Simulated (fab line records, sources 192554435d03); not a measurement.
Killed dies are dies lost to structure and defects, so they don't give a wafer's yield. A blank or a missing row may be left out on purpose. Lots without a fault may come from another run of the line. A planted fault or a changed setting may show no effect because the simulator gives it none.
fab line records | flow n5_finfet
record lots=3 wafers=7 last_day=16
route steps=1938 shown SD_EPI_N@269 SD_EPI_P@295 BEOL_M4@1111 PASSIVATION@1936
lots that met no fault: from a run of the same line without faults
start_h: hours from the record's first day to the start of the lot's first wafer shown | wait_h: hours since the lot's step before | " the same as in the row above | L1.1+2: a row that stands for several wafers | - no value, or no start given | * or withheld: withheld | < > ~ a bound
route shown NAME@n: a module of which the file shows steps, and the number in the route of the first | usual: mean/standard deviation of fault-free wafers | same: alike in all rows | chamber/n: place in a boat | sites: the reading at each site | _std_site: their standard deviation | _edge_site: outer sites' mean less inner sites' | radius_mm: how far each site lies from the wafer's centre | mask NAME#n: copy n | behind: the tool/chamber that last shaped the wafer | hold: why the lot was held/for how many hours/how that ended | device: the transistor (n, p or np) that didn't switch | end of line: the same wafers' tests at the end of the route | a step without rows: its recipe alone | killed: dies lost to structure and defects at the first sort, not the wafer's yield | map: a wafer's dies, x killed, . not, _ none there
set.NAME: the setting as run; set.NAME@STEP: as run at that earlier step | model.NAME: the simulator's own value behind a step, which no gauge read
lots at some steps of the route; a table a step, a row a wafer
services: from which hour (start_h, from the record's first day; less than 0 if before it) a tool's chamber was out of use, for how many hours, and why
## steps
# step N5_SD_EPI_N_DEVELOP_08
# recipe develop_time_s=30 developer=TMAH resist=CAR-ArF-block dev_temp_c=23 rinse_liquid=diw dry=air_spin
# step N5_SD_EPI_N_DESCUM_14
# recipe chemistry=O2 time_s=7.9 source_power_w=50 bias_power_w=20 pressure_mtorr=20 rf_frequency_hz=2.712e+07 temp_c=40 resist=CAR-ArF-block o2_flow_sccm=225
# step N5_SD_EPI_N_ETCH_34
# recipe chemistry=CF4 target=SiARC target_depth_a=455 mask_material=CAR-ArF-block time_s=75.8 ion_energy_ev=80 pressure_mtorr=40 source_w=545 bias_w=36 Ar_flow_sccm=100 cf4_flow_sccm=100 ends=cleared
# step N5_SD_EPI_N_ETCH_35
# recipe chemistry=N2/H2 target=SOC overetch_a=1080 mask_material=SiARC temp_c=40 ion_energy_ev=100 source_w=3000 bias_w=133 pressure_mtorr=20 time_s=486 n2_flow_sccm=200 h2_flow_sccm=200
# step N5_SD_EPI_N_STRIP_36
# recipe chemistry=N2/H2 temp_c=40 n2_flow_sccm=200 h2_flow_sccm=200 rf_frequency_hz=6e+07
# step N5_SD_EPI_N_ETCHBACK_44
# recipe chemistry=CH3F/O2 mode=anisotropic_etchback target=SiNx target_depth_a=145 stop_on=SiO2 over_etch_frac=0.3 ion_energy_ev=120 pressure_mtorr=30 source_w=395 bias_w=73 Ar_flow_sccm=150 CH3F_flow_sccm=30 O2_flow_sccm=20
# step N5_SD_EPI_N_ETCH_45
# recipe chemistry=CH3F/O2 target=SiOCN target_depth_a=60 mask_material=SOC ion_energy_ev=60 bias_w=29 pressure_mtorr=15 source_w=410 Ar_flow_sccm=150 CH3F_flow_sccm=30 O2_flow_sccm=20
# step N5_SD_EPI_N_ETCH_16
# recipe chemistry=CHF3/O2 target=SiO2 target_depth_a=50 mask_material=SOC pressure_mtorr=30 source_w=650 bias_w=170 Ar_flow_sccm=200 CHF3_flow_sccm=50 O2_flow_sccm=5 ion_energy_ev=200
# step N5_SD_EPI_N_STRIP_47
# recipe chemistry=CHF3/O2 resist=SiARC rf_frequency_hz=6e+07
# step N5_SD_EPI_N_SD_RECESS_17
# recipe chemistry=HBr/Cl2/O2 target_depth_a=410 mask_material=SOC time_s=23.7 bt_time_s=3 pressure_mtorr=10 icp_w=800 bias_w=112 HBr_flow_sccm=150 Cl2_flow_sccm=80 O2_flow_sccm=12
# usual O2_flow_sccm=12.00/0.035 drypump_motor_current_A=5.9/0.42 he_backside_leak_sccm=2.8/0.43 oes_product_au=1.008/0.016 throttle_valve_pct=37.1/0.44
# columns lot.wafer tool chamber start_h wait_h O2_flow_sccm drypump_motor_current_A he_backside_leak_sccm oes_product_au rf_hours_counter_h throttle_valve_pct model.SD_EPI_N.feature_depth_nm model.etch.depth_nm model.Si_of_WELL_APT_EPI_41.thk_nm
L455.1 rie_si-05 1 68.06 0.0 12.04 5.2 2.3 1.029 121 36.6 42.8 42.81 6
L455.2 " 2 " " 12.01 5.4 3.2 1.027 195 37.1 42.8 42.8 6.8
L455.3 " 3 " " 12.00 6.4 2.9 1.001 23 37.7 41.6 41.68 8
L461.3 rie_si-03 3 112.02 0.0 12.02 6.3 3.3 1.015 181 36.5 41.8 41.72 8
L461.5 " 0 " " 11.98 6.1 2.6 0.969 - 37.2 39 39.07 10.6
L471.2 rie_si-05 2 163.52 0.0 12.00 5.4 2.5 0.997 0 37.0 47.6 47.54 4.4
L471.6 " 1 " " 12.05 5.2 2.3 1.029 - 36.5 42.6 42.5 7.2
# step N5_SD_EPI_N_STRIP_38
# recipe chemistry=N2/H2 power_w=1000 temp_c=250 h2_frac=0.65 overash_fraction=0.3 pressure_mtorr=withheld n2_flow_sccm=1750 h2_flow_sccm=3250
# step N5_SD_EPI_N_WET_ETCH_43
# recipe chemistry=dHF dilution=withheld time_s=14 target=SiO2 target_depth_a=15 temp_c=25
# step N5_SD_EPI_N_STRIP_18
# recipe chemistry=SPM time_s=750 temp_c=130 h2so4_h2o2_vol_ratio=4
# columns lot.wafer tool chamber start_h wait_h model.Si_of_WELL_APT_EPI_41.thk_nm
L455.1 wet_bench-02 0 68.25 0.0 5.8
L455.2 " 2 " " 6.4
L455.3 " 5 " " 7.6
L461.3 wet_bench-01 4 112.21 0.0 7.6
L461.5 " 0 " " 10.4
L471.2 wet_bench-02 1 163.71 0.0 4
L471.6 " 7 " " 6.8
# step N5_SD_EPI_N_SRD_20
# recipe dry=ipa_marangoni do_ppb=5 time_s=30 temp_c=23 rinse_liquid=diw
# step N5_SD_EPI_N_PRECLEAN_48
# recipe chemistry=NF3:NH3 afs_cycles=2 temp_c=30 time_s=20 sublimation_temp_c=180 sublimation_time_s=60 pressure_torr=3 rf_power_w=30
# step N5_SD_EPI_N_VAPOR_ETCH_50
# recipe chemistry=HCl target=Si temp_c=775 time_s=54 pressure_torr=20 mode=isotropic
# step N5_SD_EPI_N_EPI_21
# recipe material=Si:P dopant=P temp_c=680 pressure_torr=255 time_s=690
# step N5_SD_EPI_N_PRECLEAN_24
# recipe chemistry=O3/DIW time_s=60 temp_c=22 o3_ppm=10
# step N5_SD_EPI_N_SRD_25
# recipe time_s=30 temp_c=23 rinse_liquid=diw dry=ipa_marangoni
# step N5_SD_EPI_N_PRECLEAN_49
# recipe chemistry=NF3:NH3 afs_cycles=1 temp_c=30 time_s=20 sublimation_temp_c=180 sublimation_time_s=60 pressure_torr=3 rf_power_w=30
# step N5_SD_EPI_N_LINER_46
# recipe material=SiNx target_thk_a=30 temp_c=400 ald_precursor_family=SiH2I2 ald_co_reactant=N2/H2-plasma pressure_torr=2
# step N5_SD_EPI_P_COAT_34
# recipe resist=SOC temp_c=250 time_s=60 spin_rpm=1500 resist_thk_nm=350
# step N5_SD_EPI_P_COAT_35
# recipe resist=SiARC temp_c=220 time_s=60 spin_rpm=1500 resist_thk_nm=35
# step N5_SD_EPI_P_COAT_03
# recipe resist=CAR-ArF-block spin_rpm=1500 resist_thk_nm=150
# step N5_SD_EPI_P_EBR_05
# recipe solvent=PGMEA ebr_width_mm=1.5
# step N5_SD_EPI_P_SOFTBAKE_04
# recipe temp_c=110 time_s=60 resist=CAR-ArF-block
# step N5_SD_EPI_P_EXPOSE_06
# recipe mask_id=SD_P_BLK na=1.35 source_shape=conventional sigma_outer=0.8 polarization=unpolarized target_cd_nm=240 dose_mj=39.5
# step N5_SD_EPI_P_PEB_07
# recipe peb_temp_c=110 peb_time_s=60 resist=CAR-ArF-block
# step N5_SD_EPI_P_DEVELOP_08
# recipe develop_time_s=30 developer=TMAH resist=CAR-ArF-block dev_temp_c=23 rinse_liquid=diw dry=air_spin
# step N5_SD_EPI_P_DESCUM_14
# recipe chemistry=O2 time_s=7.9 source_power_w=50 bias_power_w=20 pressure_mtorr=20 rf_frequency_hz=2.712e+07 temp_c=40 resist=CAR-ArF-block o2_flow_sccm=225
# step N5_SD_EPI_P_ETCH_36
# recipe chemistry=CF4 target=SiARC target_depth_a=455 mask_material=CAR-ArF-block time_s=75.8 ion_energy_ev=80 pressure_mtorr=40 source_w=545 bias_w=36 Ar_flow_sccm=100 cf4_flow_sccm=100 ends=cleared
# step N5_SD_EPI_P_ETCH_37
# recipe chemistry=N2/H2 target=SOC overetch_a=1080 mask_material=SiARC temp_c=40 ion_energy_ev=100 source_w=3000 bias_w=133 pressure_mtorr=20 time_s=486 n2_flow_sccm=200 h2_flow_sccm=200 ends=end_point
# step N5_SD_EPI_P_STRIP_38
# recipe chemistry=N2/H2 temp_c=40 n2_flow_sccm=200 h2_flow_sccm=200 rf_frequency_hz=6e+07
# step N5_SD_EPI_P_ETCHBACK_46
# recipe chemistry=CH3F/O2 mode=anisotropic_etchback target=SiNx target_depth_a=175 stop_on=SiO2 over_etch_frac=0.3 ion_energy_ev=120 pressure_mtorr=30 source_w=395 bias_w=73 Ar_flow_sccm=150 CH3F_flow_sccm=30 O2_flow_sccm=20
# step N5_BEOL_M4_RC_MEAS_101
# usual CJ_N=4.36/0.13 DIBL_N=36.0/2 DIBL_P=35.9/2.5 IOFF_N=0.16/0.038 IOFF_N_85C=3.1/0.62 IOFF_P=0.21/0.04 ION_N=675/14 ION_P=462/9.4 SS_N=71.5/0.75 SS_P=73.2/0.74 VT_N=250/3.9 VT_P=-251/3.2
# columns lot.wafer tool chamber start_h wait_h CJ_N DIBL_N[mV/V] DIBL_P[mV/V] IOFF_N[nA/um] IOFF_N_85C[nA/um] IOFF_P[nA/um] ION_N[uA/um] ION_P[uA/um] SS_N[mV/dec] SS_P[mV/dec] VT_N[mV] VT_P[mV]
L455.1 prober-01 0 182.19 0.0 4.53 34.6 34.3 0.14 2.8 0.18 665 464 72.2 72.6 253 -252
L455.2 " 0 " " 4.54 36.5 36.9 0.17 3.3 0.21 683 469 71.4 73.5 251 -252
L455.3 " 0 " " 4.46 35.2 36.4 0.15 3.0 0.20 673 465 72.1 72.7 252 -251
L461.3 prober-01 0 216.57 0.3 4.37 36.9 36.2 0.16 3.1 0.19 664 446 72.3 73.2 251 -255
L461.5 " 0 " " 4.11 33.9 34.4 0.12 2.4 0.16 653 451 71.8 72.8 253 -258
L471.2 prober-01 0 273.82 0.2 4.90 39.6 34.2 0.32 5.5 0.20 717 475 74.9 72.6 245 -249
L471.6 " 0 " " 4.49 35.3 32.2 0.15 3.0 0.18 668 454 72.0 72.8 250 -251
# step N5_PASSIVATION_PROBE_49
# usual defect_limited_yield=91.3/1.5 killed_at_M0_to_M3=33/12 killed_at_M4_up=15/5.2 killed_at_contacts=12/5.1 killed_at_front_end=39/11 killed_at_other=5/3.6 killed_dies=103/18 killed_open=67/13 killed_short=33/7.8 sort_bin_4_leakage=0/0 sort_bin_5_function=5.1/0.96 sort_bin_6_memory=3.2/0.71 sort_n_pass=1077/18 sort_yield_pct=91.3/1.5
# same gross_dies=1180 killed_at_back_side=0 sort_bin_8_speed[%]=0
# columns lot.wafer tool chamber start_h wait_h defect_limited_yield[%] killed_at_M0_to_M3 killed_at_M4_up killed_at_contacts killed_at_front_end killed_at_other killed_dies killed_open killed_short sort_bin_4_leakage[%] sort_bin_5_function[%] sort_bin_6_memory[%] sort_n_pass sort_yield_pct[%]
L455.1 prober-02 - 278.47 0.0 91.6 34 13 6 36 10 99 60 37 0 5.5 2.5 1081 91.6
L455.2 prober-02 - 278.52 0.1 89.7 29 24 10 54 4 121 80 27 0 5.8 3.3 1059 89.7
L455.3 prober-02 - 278.57 0.1 91.0 29 9 7 54 7 106 67 31 0 5.4 2.6 1074 91.0
L461.3 prober-01 - 313.86 0.1 91.5 34 10 14 41 1 100 67 33 0 4.5 3.3 1080 91.5
L461.5 prober-01 - 313.96 0.2 91.6 20 14 11 52 2 99 64 35 0 5.1 3.1 1081 91.6
L471.2 prober-01 - 379.22 0.1 91.9 28 13 21 28 6 96 60 35 0.59 5.1 3.1 1077 91.3
L471.6 prober-01 - 379.42 0.3 92.3 32 6 18 33 2 91 69 22 0 4.1 3.3 1089 92.3
# killed by level:class
L455.1 STI_FIN_REVEAL:geometric_particle:open=9 BEOL_M0_SAQP:geometric_particle:open=9 BEOL_M0_SAQP:geometric_particle:short=8 FIN_SAQP:geometric_particle:open=7 BEOL_M0:geometric_particle:open=6 BEOL_M4:geometric_particle:open=5 MOL_CONTACT_COAG:geometric_particle:open=5 BEOL_M4:geometric_particle:short=5
L455.2 STI_FIN_REVEAL:geometric_particle:open=16 BEOL_M0_SAQP:geometric_particle:open=15 MOL_CONTACT_COAG:geometric_particle:open=9 HKMG_FIN:area_etch=9 BEOL_M4:geometric_particle:open=8 FIN_SAQP:geometric_particle:open=5 FIN_SAQP:geometric_particle:short=5 BEOL_M3:geometric_particle:open=5
L455.3 STI_FIN_REVEAL:geometric_particle:open=17 HKMG_FIN:area_etch=8 DUMMY_GATE:geometric_particle:open=7 BEOL_M0_SAQP:geometric_particle:open=7 FIN_SAQP:geometric_particle:open=6 FIN_SAQP:geometric_particle:short=5 MOL_CONTACT_COAG:geometric_particle:open=5 BEOL_M0_SAQP:geometric_particle:short=5
L461.3 STI_FIN_REVEAL:geometric_particle:open=17 MOL_CONTACT_COAG:geometric_particle:open=9 BEOL_M3:geometric_particle:open=9 BEOL_M1:geometric_particle:open=8 FIN_SAQP:geometric_particle:short=7 BEOL_M3:geometric_particle:short=6 MOL_CONTACT_COAG:geometric_particle:short=5 BEOL_M0_SAQP:geometric_particle:open=5
L461.5 FIN_SAQP:geometric_particle:open=15 FIN_SAQP:geometric_particle:short=13 STI_FIN_REVEAL:geometric_particle:open=10 MOL_CONTACT_COAG:geometric_particle:open=9 BEOL_M0_SAQP:geometric_particle:short=6 BEOL_M4:geometric_particle:open=5 DUMMY_GATE:geometric_particle:open=4 BEOL_M0_SAQP:geometric_particle:open=3
L471.2 MOL_CONTACT_COAG:geometric_particle:open=16 BEOL_M0_SAQP:geometric_particle:short=10 BEOL_M0_SAQP:geometric_particle:open=9 STI_FIN_REVEAL:geometric_particle:open=7 GATE_CUT:geometric_particle:short=6 MOL_CONTACT_COAG:geometric_particle:short=5 BEOL_M2:geometric_particle:open=4 BEOL_M4:geometric_particle:open=4
L471.6 MOL_CONTACT_COAG:geometric_particle:open=16 BEOL_M2:geometric_particle:open=12 GATE_CUT:geometric_particle:open=7 BEOL_M1:geometric_particle:open=7 BEOL_M0_SAQP:geometric_particle:short=6 GATE_CUT:geometric_particle:short=5 STI_FIN_REVEAL:geometric_particle:open=4 DUMMY_GATE:geometric_particle:open=4
# map L471.2 (x killed, . not)
_________________......x..x..________________
______________....x.x.x........._____________
___________....................x...__________
__________.........................._________
________...........x............x....._______
_______................................______
______xx............x...x...x........x.._____
_____...............x........x.....x.....____
____...............x...x..................___
___...............x...x.....x..x...........__
___.....x...........x......x....x..........__
__x..x......................................_
__....x...x....................x.....x.....x_
_.......................x.......x............
_.x.......x......x...............x.........x.
_.......x...................x....x...........
_.................................xx...x...x.
_.....................x......x.....x.........
_..........x..x....................x.........
_..x...x.....................................
_....................x...x..................x
__.x....................xx..........x.....x._
__................x...........x....x..x....._
___..x.......x.....x........x.......x......__
___.............x.x....................x...__
____....x.................................___
_____........x......x.....x..........x...____
______........x...x......x........xx...._____
_______.x......x.x.....................______
________.............x..x............._______
__________.x........................_________
___________............x...........__________
______________x................x_____________
_________________.....x......________________
# map L455.2 (x killed, . not)
_________________x...........________________
______________x.......x....x..x._____________
___________.x.....x............xx..__________
__________..xx..................x..._________
________....x............x..x........._______
_______......x.x............x..........______
______...............x............x....._____
_____.......x..xx..x.x.........x.........____
____x..................................x..___
___x.....x...x......x..........x...........__
___....x.....................xx..x.........__
__.x..................x.........x..x........_
__.............x.........x............x....._
_...............x............x..............x
_x............x...............x..............
_...........x...........x.......x............
_x..x.......x...x.......x....................
_............x...........x...................
_......................x.......x.....x.......
_...x........................................
_x......xx...................x...............
__...xx..........x...x.x.x............x....._
__x.......x........x..................xx...._
___...x...........................x..x.....__
___.x................x.........x...........__
____.....................x..x.............___
_____.......................x.x..........____
______.....x....x..xx.x......x.........x_____
_______x........x.........x............______
________....x.....x...x......x........_______
__________...xx....x................_________
___________...xx........x...x......__________
______________.......x..x.x.xx.x_____________
_________________.x..x...x.x.________________
## services
# columns tool chamber start_h hours kind
rie_si-05 2 44.85 17.9 repair
rie_si-05 0 62.72 - clean
rie_si-05 0 62.72 - consumable_replace:focus_ring
rie_si-05 0 62.72 15.3 scheduled_down
rie_si-05 0 62.72 15.3 vent_cycle
rie_si-05 3 84.61 8.1 repair
rie_si-03 - 101.71 0.5 repair
rie_si-05 2 132.27 - clean
rie_si-05 2 132.27 - consumable_replace:esc
rie_si-05 2 132.27 24.3 scheduled_down
rie_si-05 2 132.27 24.3 vent_cycle
wet_bench-01 - 134.94 3.8 repair
rie_si-03 1 149.80 2.6 repair
## key
first_sign step=N5_BEOL_M4_RC_MEAS_101 reading=SS_N direction=up sigmas=4.5 usual=71.5 struck=74.9
effect step=N5_BEOL_M4_RC_MEAS_101 reading=CJ_N direction=up sigmas=4.3 usual=4.36 struck=4.90
effect step=N5_BEOL_M4_RC_MEAS_101 reading=IOFF_N direction=up sigmas=4.1 usual=0.16 struck=0.32
effect step=N5_BEOL_M4_RC_MEAS_101 reading=IOFF_N_85C direction=up sigmas=3.8 usual=3.1 struck=5.5
effect step=N5_PASSIVATION_PROBE_49 reading=sort_bin_4_leakage direction=up sigmas=7 usual=0 struck=0.59
model_effect step=N5_SD_EPI_N_SD_RECESS_17 value=SD_EPI_N.feature_depth_nm without=40.6 struck=47.6
model_effect step=N5_SD_EPI_N_STRIP_18 value=Si_of_WELL_APT_EPI_41.thk_nm without=8.8 struck=4
met_at N5_SD_EPI_N_SD_RECESS_17
struck_wafers L471.2
onset_between 68.06 163.52
fault kind=process_parameter_drift tool=rie_si-05 chamber=- onset_h=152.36 steps=N5_SD_EPI_N_SD_RECESS_17 channel=time_s offset=* shape=step end_h=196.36 scope=struck_wafers_only acts_in=* stated=*
